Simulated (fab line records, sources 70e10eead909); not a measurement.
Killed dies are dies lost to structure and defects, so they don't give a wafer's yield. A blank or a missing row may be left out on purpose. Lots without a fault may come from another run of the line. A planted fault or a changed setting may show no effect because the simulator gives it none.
Which tool did it? | flow nand_harc | 13 lots, 39 wafers sampled, at 4 steps of a route of 1302

WHAT THE GAUGES READ, wafer by wafer
The record holds no reading of a measuring or inspecting step that can be judged against a usual standard deviation.

WHICH TOOL RAN EACH LOT (tool, then ch and the chambers of the sampled wafers, then the start)
lot  | NHARC_A_STAIRCASE_CMP_152     | NHARC_A_SGD_CUT_SOFTBAKE_04       | NHARC_A_SGD_CUT_DESCUM_14          | NHARC_A_SGD_CUT_CMP_21
L524 | cmp-01 ch 0,2,3, day 19 09:53 | litho_track-06 ch 0, day 19 12:00 | rie_diel-09 ch 0,2,3, day 19 12:44 | cmp-04 ch 0,1,3, day 19 18:53
L522 | cmp-02 ch 0,2,3, day 19 10:01 | litho_track-01 ch 0, day 19 12:00 | rie_diel-05 ch 0,1,3, day 19 12:53 | cmp-02 ch 0,2, day 19 18:50
L523 | cmp-04 ch 0,2,3, day 19 12:58 | litho_track-06 ch 0, day 19 15:00 | rie_diel-05 ch 1,2,3, day 19 15:43 | cmp-03 ch 0,2,3, day 19 18:54
L525 | cmp-01 ch 0,3, day 20 08:41   | litho_track-04 ch 0, day 20 10:00 | rie_diel-03 ch 0,3, day 20 11:24   | cmp-02 ch 0,1,3, day 20 17:04
L528 | cmp-04 ch 1,2,3, day 21 10:53 | litho_track-01 ch 0, day 21 12:00 | rie_diel-09 ch 0,1, day 21 13:32   | cmp-04 ch 2,3, day 21 18:23
L530 | cmp-02 ch 0,2,3, day 23 07:43 | litho_track-04 ch 0, day 23 09:00 | rie_diel-09 ch 0,1,3, day 23 10:34 | cmp-03 ch 0,2,3, day 23 16:20
L529 | cmp-01 ch 2,3, day 23 10:37   | litho_track-01 ch 0, day 23 12:00 | rie_diel-05 ch 2,3, day 23 13:27   | cmp-04 ch 0,2,3, day 23 16:25
L536 | cmp-04 ch 0,1,2, day 25 13:06 | litho_track-01 ch 0, day 25 15:00 | rie_diel-03 ch 0,1,2, day 25 15:41 | cmp-02 ch 0,1, day 26 00:19
L538 | cmp-02 ch 0,2,3, day 26 02:55 | litho_track-01 ch 0, day 26 05:00 | rie_diel-05 ch 0,2,3, day 26 05:31 | cmp-02 ch 0,2,3, day 26 08:45
L541 | cmp-01 ch 0,1, day 27 01:43   | litho_track-06 ch 0, day 27 03:00 | rie_diel-05 ch 0,2,3, day 27 04:18 | cmp-02 ch 1,2,3, day 27 10:16
L542 | cmp-02 ch 0,3, day 27 20:47   | litho_track-04 ch 0, day 27 22:00 | rie_diel-09 ch 0,1,2, day 27 23:36 | cmp-02 ch 0,2,3, day 28 05:37
L543 | cmp-04 ch 0,3, day 27 21:04   | litho_track-06 ch 0, day 27 23:00 | rie_diel-05 ch 0,1,3, day 27 23:46 | cmp-04 ch 0,3, day 28 05:32
L545 | cmp-01 ch 1,2,3, day 28 11:32 | litho_track-06 ch 0, day 28 13:00 | rie_diel-03 ch 0,1,3, day 28 14:10 | cmp-02 ch 1,2,3, day 28 21:06
- NHARC_A_STAIRCASE_CMP_152: polishes.
- NHARC_A_SGD_CUT_SOFTBAKE_04: time 55 s.
- NHARC_A_SGD_CUT_DESCUM_14: chemistry O2, time 3 s.
- NHARC_A_SGD_CUT_CMP_21: polishes, target thk 148.19 nm.

WHAT THE TOOLS THEMSELVES READ (means of the sampled wafers that have a number; where no wafer has one, the mark that the record gives instead)
NHARC_A_STAIRCASE_CMP_152. Usual: motor_current_A 12.1 A, standard deviation 0.95.
lot  | tool   | motor_current_A (A) | flag
L524 | cmp-01 | 11.9                |
L522 | cmp-02 | 12.2                |
L523 | cmp-04 | 11.9                |
L525 | cmp-01 | 12.0                |
L528 | cmp-04 | 12.5                |
L530 | cmp-02 | 12.0                |
L529 | cmp-01 | 11.6                |
L536 | cmp-04 | 13.2                |
L538 | cmp-02 | 12.1                |
L541 | cmp-01 | 11.3                |
L542 | cmp-02 | 12.5                |
L543 | cmp-04 | 11.8                |
L545 | cmp-01 | 11.8                |

NHARC_A_SGD_CUT_SOFTBAKE_04. Usual: heater_power_total_W 188.47 W, standard deviation 0.15; plate_temp_C 104.99 C, standard deviation 0.11.
lot  | tool           | heater_power_total_W (W) | plate_temp_C (C) | flag
L524 | litho_track-06 | 188.68                   | 104.98           |
L522 | litho_track-01 | 188.47                   | 105.06           |
L523 | litho_track-06 | 188.33                   | 105.10           |
L525 | litho_track-04 | 188.56                   | 104.93           |
L528 | litho_track-01 | 188.40                   | 105.04           |
L530 | litho_track-04 | 188.46                   | 105.08           |
L529 | litho_track-01 | 188.70                   | 105.03           |
L536 | litho_track-01 | 190.19                   | 105.66           | OFF
L538 | litho_track-01 | 190.22                   | 105.79           | OFF
L541 | litho_track-06 | 188.46                   | 104.90           |
L542 | litho_track-04 | 188.43                   | 105.03           |
L543 | litho_track-06 | 188.48                   | 104.91           |
L545 | litho_track-06 | 188.37                   | 105.08           |

NHARC_A_SGD_CUT_DESCUM_14. Usual: drypump_motor_current_A 5.8 A, standard deviation 0.41; o2_flow_sccm 200.0 sccm, standard deviation 0.63; oes_product_au 1.001 a.u., standard deviation 0.011; rf_vpp_V 58.0 V, standard deviation 0.99; showerhead_plenum_p_Torr 1.94 Torr, standard deviation 0.068; throttle_valve_pct 11.311 %, standard deviation 0.0086.
lot  | tool        | drypump_motor_current_A (A) | o2_flow_sccm (sccm) | oes_product_au (a.u.) | rf_vpp_V (V) | showerhead_plenum_p_Torr (Torr) | throttle_valve_pct (%) | flag
L524 | rie_diel-09 | 6.0                         | 200.3               | 1.003                 | 58.0         | 2.03                            | 11.313                 |
L522 | rie_diel-05 | 5.9                         | 200.4               | 0.997                 | 58.2         | 1.87                            | 11.311                 |
L523 | rie_diel-05 | 5.7                         | 200.2               | 0.994                 | 58.3         | 1.91                            | 11.321                 |
L525 | rie_diel-03 | 5.7                         | 200.1               | 1.014                 | 57.2         | 1.93                            | 11.312                 |
L528 | rie_diel-09 | 6.1                         | 199.6               | 1.010                 | 57.6         | 2.02                            | 11.311                 |
L530 | rie_diel-09 | 6.0                         | 200.0               | 0.995                 | 58.0         | 2.01                            | 11.300                 |
L529 | rie_diel-05 | 5.7                         | 200.3               | 1.008                 | 57.7         | 1.95                            | 11.311                 |
L536 | rie_diel-03 | 5.7                         | 199.6               | 1.001                 | 57.1         | 1.93                            | 11.310                 |
L538 | rie_diel-05 | 5.6                         | 200.3               | 1.008                 | 57.6         | 1.94                            | 11.312                 |
L541 | rie_diel-05 | 5.5                         | 200.4               | 0.999                 | 58.5         | 1.94                            | 11.311                 |
L542 | rie_diel-09 | 5.6                         | 200.2               | 0.997                 | 57.8         | 2.02                            | 11.308                 |
L543 | rie_diel-05 | 5.9                         | 199.8               | 0.995                 | 57.1         | 1.87                            | 11.309                 |
L545 | rie_diel-03 | 5.7                         | 200.1               | 1.009                 | 57.6         | 1.91                            | 11.316                 |

NHARC_A_SGD_CUT_CMP_21. Usual: motor_current_A 12.2 A, standard deviation 0.93; time_to_endpoint_s 50.2 s, standard deviation 2.3.
lot  | tool   | motor_current_A (A) | time_to_endpoint_s (s) | flag
L524 | cmp-04 | 12.5                | 49.1                   |
L522 | cmp-02 | 12.0                | 50.6                   |
L523 | cmp-03 | 11.7                | 47.5                   |
L525 | cmp-02 | 12.4                | 50.1                   |
L528 | cmp-04 | 11.7                | 51.1                   |
L530 | cmp-03 | 11.6                | 49.3                   |
L529 | cmp-04 | 12.1                | 53.0                   |
L536 | cmp-02 | 12.1                | 52.0                   |
L538 | cmp-02 | 12.5                | 50.9                   |
L541 | cmp-02 | 12.1                | 49.8                   |
L542 | cmp-02 | 12.3                | 46.8                   |
L543 | cmp-04 | 11.9                | 49.5                   |
L545 | cmp-02 | 11.8                | 49.1                   |

THE ANSWER, worked out from the rows above alone
Rule: a lot is off if the mean of its wafers that have a number lies more than 3 standard deviations from the usual mean. A lot without any number at a reading at which 4 lots or more have one is off too. The other lots that the step has rows for count as sound. The gauges are gone through in route order, then the tools' own readings, and for those a lot's mean is taken as printed above. The first step at which some lot is off is used, and at that step the reading that is off furthest; a lot without a number counts as furthest.
Off: L536, L538, at NHARC_A_SGD_CUT_SOFTBAKE_04 (heater_power_total_W).
A tool fits if, at that step or a process step before it, it ran every lot that is off, and no sound lot after the first of them. One fits: litho_track-01 at NHARC_A_SGD_CUT_SOFTBAKE_04. Its last sound lot is L529 (day 23 12:00), its first lot that is off L536 (day 25 15:00): a fault that began between those two fits.
The tool's own readings at NHARC_A_SGD_CUT_SOFTBAKE_04 bear it out: on the lots that are off they differ by more than 5 times the standard deviation of the sound lots' means. heater_power_total_W reads 190.20 W there against 188.49 W on the sound lots; plate_temp_C reads 105.72 C there against 105.01 C on the sound lots.

WHAT THE SIMULATOR HAD PUT IN
Process parameter drift: litho_track-01, from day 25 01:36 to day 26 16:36, at NHARC_A_SGD_CUT_SOFTBAKE_04. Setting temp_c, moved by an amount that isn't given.
Lots struck among those shown: L536, L538. The rule above found the same.
